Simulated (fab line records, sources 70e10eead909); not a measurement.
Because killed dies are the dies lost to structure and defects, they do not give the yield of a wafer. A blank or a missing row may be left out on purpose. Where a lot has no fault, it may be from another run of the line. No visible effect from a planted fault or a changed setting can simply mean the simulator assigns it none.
fab line records / flow nand_harc
record lots=14 wafers=40 last_day=25
route steps=1159 shown A_ONON_D1@437 A_CHANNEL_HOLE_D1@468 END@1159
lots untouched by any fault: they come from a run of this same line in which no faults occurred
start_h: start of the lot's first displayed wafer, in hours after the record's first day / wait_h: hours elapsed since this lot's preceding step / " same as the row above / L1.1+2: a row that stands for several wafers / - no value, or no start given / * or withheld: withheld / < > ~ a bound
route shown NAME@n: a module of which the file shows steps, and the number in the route of the first / usual: mean and standard deviation over wafers with no fault / same: alike in all rows / chamber/n: place in a boat / sites: per-site readings / _std_site: the values' standard deviation / _edge_site: inner sites' mean taken away from outer sites' mean / radius_mm: how far each site lies from the wafer's centre / mask NAME#n: copy n / behind: the tool/chamber that last shaped the wafer / hold: what put the lot on hold/how long, in hours/how the hold closed / device: whichever transistor did not switch (one of n, p or np) / end of line: tests run on the same wafers once the route is complete / a step without rows: its recipe alone / killed: not the wafer's yield, but the dies lost to structure and defects at the first sort / map: dies across one wafer; x = killed, . = not, _ = none there
set.NAME: the setting the step ran with; set.NAME@STEP: the setting that earlier step ran with / model.NAME: the simulator's own value behind a step, which no gauge read
one table for each step of the route and one row for each wafer, over a sample of lots
services: from which hour (start_h, from the record's first day; less than 0 if before it) a tool's chamber was out of use, for how many hours, and why
## steps
# step NHARC_A_ONON_D1_THK_MEAS_18
# recipe thk_meas_gauge=ellipsometry
# usual thk_nm=1001/10
lot.wafer=L856.1 tool=film_metro-01 chamber=- start_h=176.74 wait_h=- thk_nm=991
lot.wafer=L856.4 tool=film_metro-01 chamber=- start_h=176.74 wait_h=- thk_nm=989
lot.wafer=L856.5 tool=film_metro-01 chamber=- start_h=176.74 wait_h=- thk_nm=990
lot.wafer=L857.2 tool=film_metro-02 chamber=- start_h=176.75 wait_h=- thk_nm=1008
lot.wafer=L857.3 tool=film_metro-02 chamber=- start_h=176.75 wait_h=- thk_nm=1010
lot.wafer=L857.5 tool=film_metro-02 chamber=- start_h=176.75 wait_h=- thk_nm=1010
lot.wafer=L859.1 tool=film_metro-02 chamber=- start_h=191.74 wait_h=- thk_nm=991
lot.wafer=L859.5 tool=film_metro-02 chamber=- start_h=191.74 wait_h=- thk_nm=991
lot.wafer=L859.6 tool=film_metro-02 chamber=- start_h=191.74 wait_h=- thk_nm=991
lot.wafer=L858.1 tool=film_metro-01 chamber=- start_h=191.76 wait_h=- thk_nm=998
lot.wafer=L858.2 tool=film_metro-01 chamber=- start_h=191.76 wait_h=- thk_nm=998
lot.wafer=L858.3 tool=film_metro-01 chamber=- start_h=191.76 wait_h=- thk_nm=998
lot.wafer=L860.1 tool=film_metro-02 chamber=- start_h=199.05 wait_h=- thk_nm=1015
lot.wafer=L860.2 tool=film_metro-02 chamber=- start_h=199.05 wait_h=- thk_nm=1014
lot.wafer=L860.3 tool=film_metro-02 chamber=- start_h=199.05 wait_h=- thk_nm=1013
lot.wafer=L861.3 tool=film_metro-02 chamber=- start_h=210.77 wait_h=- thk_nm=1016
lot.wafer=L861.4 tool=film_metro-02 chamber=- start_h=210.77 wait_h=- thk_nm=1017
lot.wafer=L861.6 tool=film_metro-02 chamber=- start_h=210.77 wait_h=- thk_nm=1014
lot.wafer=L867.1 tool=film_metro-01 chamber=- start_h=245.66 wait_h=- thk_nm=1021
lot.wafer=L867.5 tool=film_metro-01 chamber=- start_h=245.66 wait_h=- thk_nm=1022
lot.wafer=L866.5 tool=film_metro-02 chamber=- start_h=250.72 wait_h=- thk_nm=1004
lot.wafer=L866.6 tool=film_metro-02 chamber=- start_h=250.72 wait_h=- thk_nm=1006
lot.wafer=L873.1 tool=film_metro-02 chamber=- start_h=269.90 wait_h=- thk_nm=1006
lot.wafer=L873.5 tool=film_metro-02 chamber=- start_h=269.90 wait_h=- thk_nm=1007
lot.wafer=L873.6 tool=film_metro-02 chamber=- start_h=269.90 wait_h=- thk_nm=1006
lot.wafer=L874.2 tool=film_metro-02 chamber=- start_h=275.90 wait_h=- thk_nm=991
lot.wafer=L874.3 tool=film_metro-02 chamber=- start_h=275.90 wait_h=- thk_nm=992
lot.wafer=L874.6 tool=film_metro-02 chamber=- start_h=275.90 wait_h=- thk_nm=991
lot.wafer=L875.1 tool=film_metro-01 chamber=- start_h=275.91 wait_h=- thk_nm=998
lot.wafer=L875.4 tool=film_metro-01 chamber=- start_h=275.91 wait_h=- thk_nm=999
lot.wafer=L875.6 tool=film_metro-01 chamber=- start_h=275.91 wait_h=- thk_nm=995
lot.wafer=L876.3 tool=film_metro-01 chamber=- start_h=292.97 wait_h=- thk_nm=1001
lot.wafer=L876.5 tool=film_metro-01 chamber=- start_h=292.97 wait_h=- thk_nm=999
lot.wafer=L876.6 tool=film_metro-01 chamber=- start_h=292.97 wait_h=- thk_nm=1001
lot.wafer=L877.1 tool=film_metro-02 chamber=- start_h=292.98 wait_h=- thk_nm=995
lot.wafer=L877.2 tool=film_metro-02 chamber=- start_h=292.98 wait_h=- thk_nm=991
lot.wafer=L877.4 tool=film_metro-02 chamber=- start_h=292.98 wait_h=- thk_nm=992
lot.wafer=L878.2 tool=film_metro-02 chamber=- start_h=311.16 wait_h=- thk_nm=1000
lot.wafer=L878.3 tool=film_metro-02 chamber=- start_h=311.16 wait_h=- thk_nm=999
lot.wafer=L878.4 tool=film_metro-02 chamber=- start_h=311.16 wait_h=- thk_nm=998
# step NHARC_A_ONON_D1_DEP_28
# recipe target_thk_a=10000 n2_flow_sccm=2750 n2o_flow_sccm=2000 nh3_flow_sccm=500 sih4_flow_sccm=210 temp_c=400
# usual nh3_flow_sccm=500.2/1.3
lot.wafer=L856.1 tool=pecvd_onon-01 chamber=0 start_h=178.53 wait_h=0.1 nh3_flow_sccm=501.0
lot.wafer=L856.4 tool=pecvd_onon-01 chamber=0 start_h=178.53 wait_h=0.1 nh3_flow_sccm=500.8
lot.wafer=L856.5 tool=pecvd_onon-01 chamber=0 start_h=178.53 wait_h=0.1 nh3_flow_sccm=501.5
lot.wafer=L857.2 tool=pecvd_onon-02 chamber=0 start_h=178.56 wait_h=0.1 nh3_flow_sccm=499.7
lot.wafer=L857.3 tool=pecvd_onon-02 chamber=0 start_h=178.56 wait_h=0.1 nh3_flow_sccm=498.5
lot.wafer=L857.5 tool=pecvd_onon-02 chamber=0 start_h=178.56 wait_h=0.1 nh3_flow_sccm=499.7
lot.wafer=L859.1 tool=pecvd_onon-02 chamber=0 start_h=193.50 wait_h=0.1 nh3_flow_sccm=500.0
lot.wafer=L859.5 tool=pecvd_onon-02 chamber=0 start_h=193.50 wait_h=0.1 nh3_flow_sccm=501.5
lot.wafer=L859.6 tool=pecvd_onon-02 chamber=0 start_h=193.50 wait_h=0.1 nh3_flow_sccm=500.2
lot.wafer=L858.1 tool=pecvd_onon-01 chamber=0 start_h=193.53 wait_h=0.1 nh3_flow_sccm=499.2
lot.wafer=L858.2 tool=pecvd_onon-01 chamber=0 start_h=193.53 wait_h=0.1 nh3_flow_sccm=497.2
lot.wafer=L858.3 tool=pecvd_onon-01 chamber=0 start_h=193.53 wait_h=0.1 nh3_flow_sccm=497.8
lot.wafer=L860.1 tool=pecvd_onon-03 chamber=0 start_h=200.81 wait_h=0.1 nh3_flow_sccm=499.3
lot.wafer=L860.2 tool=pecvd_onon-03 chamber=0 start_h=200.81 wait_h=0.1 nh3_flow_sccm=502.4
lot.wafer=L860.3 tool=pecvd_onon-03 chamber=0 start_h=200.81 wait_h=0.1 nh3_flow_sccm=502.1
lot.wafer=L861.3 tool=pecvd_onon-02 chamber=0 start_h=212.69 wait_h=0.2 nh3_flow_sccm=501.6
lot.wafer=L861.4 tool=pecvd_onon-02 chamber=0 start_h=212.69 wait_h=0.2 nh3_flow_sccm=500.6
lot.wafer=L861.6 tool=pecvd_onon-02 chamber=0 start_h=212.69 wait_h=0.2 nh3_flow_sccm=502.3
lot.wafer=L867.1 tool=pecvd_onon-02 chamber=0 start_h=247.42 wait_h=0.1 nh3_flow_sccm=500.0
lot.wafer=L867.5 tool=pecvd_onon-02 chamber=0 start_h=247.42 wait_h=0.1 nh3_flow_sccm=500.0
lot.wafer=L866.5 tool=pecvd_onon-02 chamber=0 start_h=252.72 wait_h=0.3 nh3_flow_sccm=500.0
lot.wafer=L866.6 tool=pecvd_onon-02 chamber=0 start_h=252.72 wait_h=0.3 nh3_flow_sccm=498.0
lot.wafer=L873.1 tool=pecvd_onon-03 chamber=0 start_h=271.68 wait_h=0.1 nh3_flow_sccm=500.5
lot.wafer=L873.5 tool=pecvd_onon-03 chamber=0 start_h=271.68 wait_h=0.1 nh3_flow_sccm=500.6
lot.wafer=L873.6 tool=pecvd_onon-03 chamber=0 start_h=271.68 wait_h=0.1 nh3_flow_sccm=501.3
lot.wafer=L875.1 tool=pecvd_onon-01 chamber=0 start_h=277.70 wait_h=0.1 nh3_flow_sccm=502.3
lot.wafer=L875.4 tool=pecvd_onon-01 chamber=0 start_h=277.70 wait_h=0.1 nh3_flow_sccm=499.2
lot.wafer=L875.6 tool=pecvd_onon-01 chamber=0 start_h=277.70 wait_h=0.1 nh3_flow_sccm=499.7
lot.wafer=L874.2 tool=pecvd_onon-03 chamber=0 start_h=277.72 wait_h=0.1 nh3_flow_sccm=498.7
lot.wafer=L874.3 tool=pecvd_onon-03 chamber=0 start_h=277.72 wait_h=0.1 nh3_flow_sccm=498.3
lot.wafer=L874.6 tool=pecvd_onon-03 chamber=0 start_h=277.72 wait_h=0.1 nh3_flow_sccm=499.0
lot.wafer=L877.1 tool=pecvd_onon-01 chamber=0 start_h=294.75 wait_h=0.1 nh3_flow_sccm=499.2
lot.wafer=L877.2 tool=pecvd_onon-01 chamber=0 start_h=294.75 wait_h=0.1 nh3_flow_sccm=502.1
lot.wafer=L877.4 tool=pecvd_onon-01 chamber=0 start_h=294.75 wait_h=0.1 nh3_flow_sccm=499.3
lot.wafer=L876.3 tool=pecvd_onon-03 chamber=0 start_h=294.85 wait_h=0.2 nh3_flow_sccm=500.3
lot.wafer=L876.5 tool=pecvd_onon-03 chamber=0 start_h=294.85 wait_h=0.2 nh3_flow_sccm=500.5
lot.wafer=L876.6 tool=pecvd_onon-03 chamber=0 start_h=294.85 wait_h=0.2 nh3_flow_sccm=501.7
lot.wafer=L878.2 tool=pecvd_onon-02 chamber=0 start_h=313.02 wait_h=0.1 nh3_flow_sccm=499.3
lot.wafer=L878.3 tool=pecvd_onon-02 chamber=0 start_h=313.02 wait_h=0.1 nh3_flow_sccm=498.5
lot.wafer=L878.4 tool=pecvd_onon-02 chamber=0 start_h=313.02 wait_h=0.1 nh3_flow_sccm=498.5
# step NHARC_A_ONON_D1_THK_MEAS_30
# recipe thk_meas_gauge=ellipsometry
# usual thk_nm=998/9.3
lot.wafer=L857.2 tool=film_metro-01 chamber=- start_h=179.01 wait_h=- thk_nm=999
lot.wafer=L857.3 tool=film_metro-01 chamber=- start_h=179.01 wait_h=- thk_nm=999
lot.wafer=L857.5 tool=film_metro-01 chamber=- start_h=179.01 wait_h=- thk_nm=998
lot.wafer=L856.1 tool=film_metro-02 chamber=- start_h=179.05 wait_h=- thk_nm=1007
lot.wafer=L856.4 tool=film_metro-02 chamber=- start_h=179.05 wait_h=- thk_nm=1008
lot.wafer=L856.5 tool=film_metro-02 chamber=- start_h=179.05 wait_h=- thk_nm=1008
lot.wafer=L859.1 tool=film_metro-02 chamber=- start_h=194.01 wait_h=- thk_nm=989
lot.wafer=L859.5 tool=film_metro-02 chamber=- start_h=194.01 wait_h=- thk_nm=989
lot.wafer=L859.6 tool=film_metro-02 chamber=- start_h=194.01 wait_h=- thk_nm=989
lot.wafer=L858.1 tool=film_metro-01 chamber=- start_h=194.04 wait_h=- thk_nm=987
lot.wafer=L858.2 tool=film_metro-01 chamber=- start_h=194.04 wait_h=- thk_nm=987
lot.wafer=L858.3 tool=film_metro-01 chamber=- start_h=194.04 wait_h=- thk_nm=985
lot.wafer=L860.1 tool=film_metro-01 chamber=- start_h=201.32 wait_h=- thk_nm=995
lot.wafer=L860.2 tool=film_metro-01 chamber=- start_h=201.32 wait_h=- thk_nm=993
lot.wafer=L860.3 tool=film_metro-01 chamber=- start_h=201.32 wait_h=- thk_nm=993
lot.wafer=L861.3 tool=film_metro-02 chamber=- start_h=213.08 wait_h=- thk_nm=1009
lot.wafer=L861.4 tool=film_metro-02 chamber=- start_h=213.08 wait_h=- thk_nm=1012
lot.wafer=L861.6 tool=film_metro-02 chamber=- start_h=213.08 wait_h=- thk_nm=1009
lot.wafer=L867.1 tool=film_metro-02 chamber=- start_h=247.93 wait_h=- thk_nm=989
lot.wafer=L867.5 tool=film_metro-02 chamber=- start_h=247.93 wait_h=- thk_nm=1537
lot.wafer=L866.5 tool=film_metro-01 chamber=- start_h=253.00 wait_h=- thk_nm=1544
lot.wafer=L866.6 tool=film_metro-01 chamber=- start_h=253.00 wait_h=- thk_nm=996
lot.wafer=L873.1 tool=film_metro-01 chamber=- start_h=272.20 wait_h=- thk_nm=994
lot.wafer=L873.5 tool=film_metro-01 chamber=- start_h=272.20 wait_h=- thk_nm=994
lot.wafer=L873.6 tool=film_metro-01 chamber=- start_h=272.20 wait_h=- thk_nm=995
lot.wafer=L874.2 tool=film_metro-02 chamber=- start_h=278.17 wait_h=- thk_nm=1023
lot.wafer=L874.3 tool=film_metro-02 chamber=- start_h=278.17 wait_h=- thk_nm=1022
lot.wafer=L874.6 tool=film_metro-02 chamber=- start_h=278.17 wait_h=- thk_nm=1020
lot.wafer=L875.1 tool=film_metro-01 chamber=- start_h=278.21 wait_h=- thk_nm=1003
lot.wafer=L875.4 tool=film_metro-01 chamber=- start_h=278.21 wait_h=- thk_nm=1001
lot.wafer=L875.6 tool=film_metro-01 chamber=- start_h=278.21 wait_h=- thk_nm=1002
lot.wafer=L876.3 tool=film_metro-01 chamber=- start_h=295.24 wait_h=- thk_nm=987
lot.wafer=L876.5 tool=film_metro-01 chamber=- start_h=295.24 wait_h=- thk_nm=985
lot.wafer=L876.6 tool=film_metro-01 chamber=- start_h=295.24 wait_h=- thk_nm=985
lot.wafer=L877.1 tool=film_metro-02 chamber=- start_h=295.26 wait_h=- thk_nm=993
lot.wafer=L877.2 tool=film_metro-02 chamber=- start_h=295.26 wait_h=- thk_nm=994
lot.wafer=L877.4 tool=film_metro-02 chamber=- start_h=295.26 wait_h=- thk_nm=994
lot.wafer=L878.2 tool=film_metro-02 chamber=- start_h=313.48 wait_h=- thk_nm=998
lot.wafer=L878.3 tool=film_metro-02 chamber=- start_h=313.48 wait_h=- thk_nm=998
lot.wafer=L878.4 tool=film_metro-02 chamber=- start_h=313.48 wait_h=- thk_nm=998
# step NHARC_A_CHANNEL_HOLE_D1_ETCH_34
# recipe target_depth_a=1540 time_s=77 cf4_flow_sccm=100 chf3_flow_sccm=30 ar_flow_sccm=0 rf_w=500 bias_w=200 chemistry=CF4/CHF3
# usual drypump_motor_current_A=5.6/0.35 oes_product_au=0.953/0.025 rf_vpp_V=371.9/2.5 showerhead_plenum_p_Torr=1.61/0.069 throttle_valve_pct=16.803/0.0088
lot.wafer=L857.3 tool=rie_diel-09 chamber=2 start_h=- wait_h=- drypump_motor_current_A=5.0 oes_product_au=0.907 rf_hours_counter_h=8 rf_vpp_V=370.0 showerhead_plenum_p_Torr=1.61 throttle_valve_pct=16.789
lot.wafer=L857.2 tool=rie_diel-09 chamber=3 start_h=- wait_h=- drypump_motor_current_A=5.6 oes_product_au=0.926 rf_hours_counter_h=8 rf_vpp_V=375.0 showerhead_plenum_p_Torr=1.68 throttle_valve_pct=16.804
lot.wafer=L857.5 tool=rie_diel-09 chamber=1 start_h=- wait_h=- drypump_motor_current_A=5.9 oes_product_au=0.910 rf_hours_counter_h=- rf_vpp_V=372.1 showerhead_plenum_p_Torr=1.60 throttle_valve_pct=16.806
lot.wafer=L856.1 tool=rie_diel-03 chamber=0 start_h=- wait_h=- drypump_motor_current_A=5.8 oes_product_au=0.921 rf_hours_counter_h=9 rf_vpp_V=373.6 showerhead_plenum_p_Torr=1.67 throttle_valve_pct=16.799
lot.wafer=L856.4 tool=rie_diel-03 chamber=1 start_h=- wait_h=- drypump_motor_current_A=6.0 oes_product_au=0.912 rf_hours_counter_h=9 rf_vpp_V=372.8 showerhead_plenum_p_Torr=1.65 throttle_valve_pct=16.802
lot.wafer=L856.5 tool=rie_diel-03 chamber=2 start_h=- wait_h=- drypump_motor_current_A=5.4 oes_product_au=0.928 rf_hours_counter_h=- rf_vpp_V=369.0 showerhead_plenum_p_Torr=1.52 throttle_valve_pct=16.802
lot.wafer=L858.2 tool=rie_diel-12 chamber=1 start_h=- wait_h=- drypump_motor_current_A=5.3 oes_product_au=0.974 rf_hours_counter_h=10 rf_vpp_V=367.8 showerhead_plenum_p_Torr=1.48 throttle_valve_pct=16.816
lot.wafer=L858.3 tool=rie_diel-12 chamber=2 start_h=- wait_h=- drypump_motor_current_A=5.8 oes_product_au=0.976 rf_hours_counter_h=11 rf_vpp_V=374.5 showerhead_plenum_p_Torr=1.66 throttle_valve_pct=16.792
lot.wafer=L858.1 tool=rie_diel-12 chamber=3 start_h=- wait_h=- drypump_motor_current_A=6.1 oes_product_au=0.989 rf_hours_counter_h=10 rf_vpp_V=373.8 showerhead_plenum_p_Torr=1.67 throttle_valve_pct=16.801
lot.wafer=L859.1 tool=rie_diel-09 chamber=0 start_h=- wait_h=- drypump_motor_current_A=5.3 oes_product_au=0.967 rf_hours_counter_h=10 rf_vpp_V=372.9 showerhead_plenum_p_Torr=1.64 throttle_valve_pct=16.797
lot.wafer=L859.5 tool=rie_diel-09 chamber=3 start_h=- wait_h=- drypump_motor_current_A=5.5 oes_product_au=0.971 rf_hours_counter_h=- rf_vpp_V=375.5 showerhead_plenum_p_Torr=1.68 throttle_valve_pct=16.784
lot.wafer=L859.6 tool=rie_diel-09 chamber=0 start_h=- wait_h=- drypump_motor_current_A=5.2 oes_product_au=0.971 rf_hours_counter_h=- rf_vpp_V=371.0 showerhead_plenum_p_Torr=1.64 throttle_valve_pct=16.816
lot.wafer=L860.3 tool=rie_diel-03 chamber=0 start_h=- wait_h=- drypump_motor_current_A=5.7 oes_product_au=0.979 rf_hours_counter_h=10 rf_vpp_V=375.2 showerhead_plenum_p_Torr=1.67 throttle_valve_pct=16.798
lot.wafer=L860.2 tool=rie_diel-03 chamber=1 start_h=- wait_h=- drypump_motor_current_A=6.0 oes_product_au=0.970 rf_hours_counter_h=10 rf_vpp_V=373.4 showerhead_plenum_p_Torr=1.65 throttle_valve_pct=16.816
lot.wafer=L860.1 tool=rie_diel-03 chamber=2 start_h=- wait_h=- drypump_motor_current_A=5.5 oes_product_au=0.968 rf_hours_counter_h=10 rf_vpp_V=368.1 showerhead_plenum_p_Torr=1.52 throttle_valve_pct=16.806
lot.wafer=L861.3 tool=rie_diel-12 chamber=2 start_h=- wait_h=- drypump_motor_current_A=5.8 oes_product_au=0.979 rf_hours_counter_h=0 rf_vpp_V=374.7 showerhead_plenum_p_Torr=1.66 throttle_valve_pct=16.795
lot.wafer=L861.4 tool=rie_diel-12 chamber=0 start_h=- wait_h=- drypump_motor_current_A=5.5 oes_product_au=0.982 rf_hours_counter_h=0 rf_vpp_V=371.9 showerhead_plenum_p_Torr=1.66 throttle_valve_pct=16.799
lot.wafer=L861.6 tool=rie_diel-12 chamber=1 start_h=- wait_h=- drypump_motor_current_A=5.3 oes_product_au=0.994 rf_hours_counter_h=- rf_vpp_V=368.7 showerhead_plenum_p_Torr=1.48 throttle_valve_pct=16.796
lot.wafer=L867.1 tool=rie_diel-03 chamber=0 start_h=- wait_h=- drypump_motor_current_A=5.7 oes_product_au=0.982 rf_hours_counter_h=2 rf_vpp_V=373.9 showerhead_plenum_p_Torr=1.67 throttle_valve_pct=16.788
lot.wafer=L866.6 tool=rie_diel-12 chamber=0 start_h=- wait_h=- drypump_motor_current_A=5.5 oes_product_au=0.947 rf_hours_counter_h=- rf_vpp_V=372.5 showerhead_plenum_p_Torr=1.66 throttle_valve_pct=16.803
lot.wafer=L873.1 tool=rie_diel-03 chamber=2 start_h=- wait_h=- drypump_motor_current_A=5.5 oes_product_au=0.970 rf_hours_counter_h=4 rf_vpp_V=370.1 showerhead_plenum_p_Torr=1.52 throttle_valve_pct=16.805
lot.wafer=L873.6 tool=rie_diel-03 chamber=3 start_h=- wait_h=- drypump_motor_current_A=6.0 oes_product_au=0.960 rf_hours_counter_h=- rf_vpp_V=366.6 showerhead_plenum_p_Torr=1.48 throttle_valve_pct=16.804
lot.wafer=L873.5 tool=rie_diel-03 chamber=0 start_h=- wait_h=- drypump_motor_current_A=5.8 oes_product_au=0.962 rf_hours_counter_h=- rf_vpp_V=373.6 showerhead_plenum_p_Torr=1.66 throttle_valve_pct=16.802
lot.wafer=L874.2 tool=rie_diel-09 chamber=2 start_h=- wait_h=- drypump_motor_current_A=5.0 oes_product_au=0.984 rf_hours_counter_h=1 rf_vpp_V=373.4 showerhead_plenum_p_Torr=1.60 throttle_valve_pct=16.791
lot.wafer=L874.3 tool=rie_diel-09 chamber=0 start_h=- wait_h=- drypump_motor_current_A=5.3 oes_product_au=0.967 rf_hours_counter_h=2 rf_vpp_V=372.0 showerhead_plenum_p_Torr=1.64 throttle_valve_pct=16.813
lot.wafer=L874.6 tool=rie_diel-09 chamber=1 start_h=- wait_h=- drypump_motor_current_A=5.9 oes_product_au=0.952 rf_hours_counter_h=- rf_vpp_V=370.4 showerhead_plenum_p_Torr=1.60 throttle_valve_pct=16.785
lot.wafer=L875.4 tool=rie_diel-12 chamber=0 start_h=- wait_h=- drypump_motor_current_A=5.5 oes_product_au=0.925 rf_hours_counter_h=5 rf_vpp_V=374.6 showerhead_plenum_p_Torr=1.66 throttle_valve_pct=16.794
lot.wafer=L875.1 tool=rie_diel-12 chamber=2 start_h=- wait_h=- drypump_motor_current_A=5.8 oes_product_au=0.932 rf_hours_counter_h=6 rf_vpp_V=373.3 showerhead_plenum_p_Torr=1.66 throttle_valve_pct=16.800
lot.wafer=L875.6 tool=rie_diel-12 chamber=0 start_h=- wait_h=- drypump_motor_current_A=5.5 oes_product_au=0.916 rf_hours_counter_h=- rf_vpp_V=372.8 showerhead_plenum_p_Torr=1.66 throttle_valve_pct=16.803
lot.wafer=L876.3 tool=rie_diel-12 chamber=3 start_h=- wait_h=- drypump_motor_current_A=6.2 oes_product_au=0.929 rf_hours_counter_h=6 rf_vpp_V=373.2 showerhead_plenum_p_Torr=1.67 throttle_valve_pct=16.798
lot.wafer=L876.5 tool=rie_diel-12 chamber=2 start_h=- wait_h=- drypump_motor_current_A=5.8 oes_product_au=0.930 rf_hours_counter_h=- rf_vpp_V=374.7 showerhead_plenum_p_Torr=1.66 throttle_valve_pct=16.810
lot.wafer=L876.6 tool=rie_diel-12 chamber=3 start_h=- wait_h=- drypump_motor_current_A=6.2 oes_product_au=0.923 rf_hours_counter_h=- rf_vpp_V=374.6 showerhead_plenum_p_Torr=1.67 throttle_valve_pct=16.814
lot.wafer=L877.4 tool=rie_diel-09 chamber=1 start_h=- wait_h=- drypump_motor_current_A=5.9 oes_product_au=0.969 rf_hours_counter_h=3 rf_vpp_V=370.0 showerhead_plenum_p_Torr=1.60 throttle_valve_pct=16.805
lot.wafer=L877.2 tool=rie_diel-09 chamber=2 start_h=- wait_h=- drypump_motor_current_A=5.0 oes_product_au=0.971 rf_hours_counter_h=3 rf_vpp_V=372.3 showerhead_plenum_p_Torr=1.60 throttle_valve_pct=16.803
lot.wafer=L877.1 tool=rie_diel-09 chamber=3 start_h=- wait_h=- drypump_motor_current_A=5.6 oes_product_au=0.952 rf_hours_counter_h=3 rf_vpp_V=374.2 showerhead_plenum_p_Torr=1.68 throttle_valve_pct=16.816
lot.wafer=L878.2 tool=rie_diel-09 chamber=0 start_h=- wait_h=- drypump_motor_current_A=5.3 oes_product_au=0.954 rf_hours_counter_h=4 rf_vpp_V=372.6 showerhead_plenum_p_Torr=1.64 throttle_valve_pct=16.801
lot.wafer=L878.3 tool=rie_diel-09 chamber=1 start_h=- wait_h=- drypump_motor_current_A=5.9 oes_product_au=0.948 rf_hours_counter_h=4 rf_vpp_V=368.9 showerhead_plenum_p_Torr=1.60 throttle_valve_pct=16.790
lot.wafer=L878.4 tool=rie_diel-09 chamber=2 start_h=- wait_h=- drypump_motor_current_A=5.0 oes_product_au=0.954 rf_hours_counter_h=- rf_vpp_V=371.9 showerhead_plenum_p_Torr=1.60 throttle_valve_pct=16.804
# step NHARC_END_SORT_01
# recipe temp_c=25
# usual killed_at_array=25/9.2 killed_at_other=0.8/1.2 killed_at_periphery=3.9/2.6 killed_dies=30/9.7 killed_open=3.4/1.9 killed_short=2.0/1.4
# same gross_dies=677
lot.wafer=L867.1 tool=prober-01 chamber=0 start_h=515.18 wait_h=2.5 killed_at_array=26 killed_at_other=1 killed_at_periphery=2 killed_dies=29 killed_open=1 killed_short=1
lot.wafer=L867.5 tool=prober-01 chamber=0 start_h=518.40 wait_h=3.7 killed_at_array=669 killed_at_other=1 killed_at_periphery=7 killed_dies=677 killed_open=3 killed_short=3
lot.wafer=L866.5 tool=prober-02 chamber=0 start_h=520.73 wait_h=3.7 killed_at_array=673 killed_at_other=2 killed_at_periphery=2 killed_dies=677 killed_open=4 killed_short=5
lot.wafer=L866.6 tool=prober-02 chamber=0 start_h=521.54 wait_h=4.1 killed_at_array=34 killed_at_other=1 killed_at_periphery=2 killed_dies=37 killed_open=2 killed_short=1
# killed by level:class
L867.1 A_SLIT:chamber_film_flake=11 A_CHANNEL_HOLE_D1:chamber_film_flake=7 A_CONTACT:chamber_film_flake=5 A_STAIRCASE:chamber_film_flake=2 P_M0:geometric_particle:short=1 A_SGD_CUT:geometric_particle:open=1 P_GATE:chamber_film_flake=1 THIN_TSV:chamber_film_flake=1
L867.5 A_ONON_D1:area_dep=648 A_CONTACT:chamber_film_flake=7 A_CHANNEL_HOLE_D1:chamber_film_flake=5 A_SLIT:chamber_film_flake=5 P_ZERO_WELL:chamber_film_flake=2 P_GATE:chamber_film_flake=2 A_STAIRCASE:chamber_film_flake=2 P_GATE:geometric_particle:open=1
L866.5 A_ONON_D1:area_dep=640 A_SLIT:chamber_film_flake=12 A_CHANNEL_HOLE_D1:chamber_film_flake=8 A_CONTACT:geometric_particle:open=3 A_CONTACT:chamber_film_flake=3 A_CHANNEL_FILL_D1:geometric_particle:short=2 HYBRID_BOND:chamber_film_flake=2 P_STI:geometric_particle:short=1
L866.6 A_CHANNEL_HOLE_D1:chamber_film_flake=17 A_SLIT:chamber_film_flake=11 A_ONON_D1:geometric_particle:open=1 A_CONTACT:geometric_particle:open=1 A_CONTACT:geometric_particle:short=1 P_ZERO_WELL:chamber_film_flake=1 P_GATE:chamber_film_flake=1 A_STAIRCASE:chamber_film_flake=1
## services
tool=rie_diel-03 chamber=1 start_h=157.87 hours=9.1 kind=repair
tool=rie_diel-09 chamber=0 start_h=159.60 hours=- kind=clean
tool=rie_diel-09 chamber=1 start_h=159.60 hours=- kind=clean
tool=rie_diel-09 chamber=2 start_h=159.60 hours=- kind=clean
tool=rie_diel-09 chamber=3 start_h=159.60 hours=- kind=clean
tool=rie_diel-09 chamber=0 start_h=184.10 hours=- kind=clean
tool=rie_diel-09 chamber=1 start_h=184.10 hours=- kind=clean
tool=rie_diel-09 chamber=2 start_h=184.10 hours=- kind=clean
tool=rie_diel-09 chamber=3 start_h=184.10 hours=- kind=clean
tool=pecvd_onon-01 chamber=- start_h=195.00 hours=13.0 kind=pm
tool=rie_diel-09 chamber=2 start_h=199.93 hours=2.5 kind=repair
tool=rie_diel-12 chamber=- start_h=202.40 hours=9.0 kind=pm
tool=rie_diel-09 chamber=0 start_h=208.60 hours=- kind=clean
tool=rie_diel-09 chamber=1 start_h=208.60 hours=- kind=clean
tool=rie_diel-09 chamber=2 start_h=208.60 hours=- kind=clean
tool=rie_diel-09 chamber=3 start_h=208.60 hours=- kind=clean
tool=rie_diel-03 chamber=- start_h=215.30 hours=9.0 kind=pm
tool=rie_diel-09 chamber=0 start_h=233.10 hours=- kind=clean
tool=rie_diel-09 chamber=1 start_h=233.10 hours=- kind=clean
tool=rie_diel-09 chamber=2 start_h=233.10 hours=- kind=clean
tool=rie_diel-03 chamber=1 start_h=242.74 hours=9.6 kind=repair
tool=rie_diel-09 chamber=- start_h=254.10 hours=9.0 kind=pm
tool=pecvd_onon-02 chamber=- start_h=292.10 hours=13.0 kind=pm
tool=rie_diel-09 chamber=3 start_h=317.07 hours=4.9 kind=repair
## key
first_sign step=NHARC_A_ONON_D1_THK_MEAS_30 reading=thk_nm direction=up sigmas=58 usual=998 struck=1541
effect step=NHARC_END_SORT_01 reading=killed_at_array direction=up sigmas=70 usual=25 struck=671
more_kills_born_at NHARC_A_ONON_D1_DEP_28@pecvd_onon-02=1288
met_at NHARC_A_ONON_D1_DEP_28
struck_lots L866,L867
struck_wafers L866.5,L867.5
later_rows_left_out L866.5,L867.5
tester_left_out L866,L867
not_acting_at NHARC_A_ONON_D1_THK_MEAS_18,NHARC_A_CHANNEL_HOLE_D1_ETCH_34
onset_between 212.69 247.42
fault kind=process_parameter_drift tool=pecvd_onon-02 chamber=- onset_h=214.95 steps=NHARC_A_ONON_D1_DEP_28 channel=target_thk_a offset=* shape=step end_h=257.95 scope=struck_wafers_only acts_in=* stated=*
# tester_left_out: of these lots the tester's yield and bins aren't shown, on N5 and GAA mostly nor the transistor test; their killed dies are dies lost to structure and defects alone, not to doping, threshold or leakage, so they don't give the yield
# later_rows_left_out: the simulator's readings of these wafers behind a module that went badly wrong aren't trusted and aren't shown, but for the sort
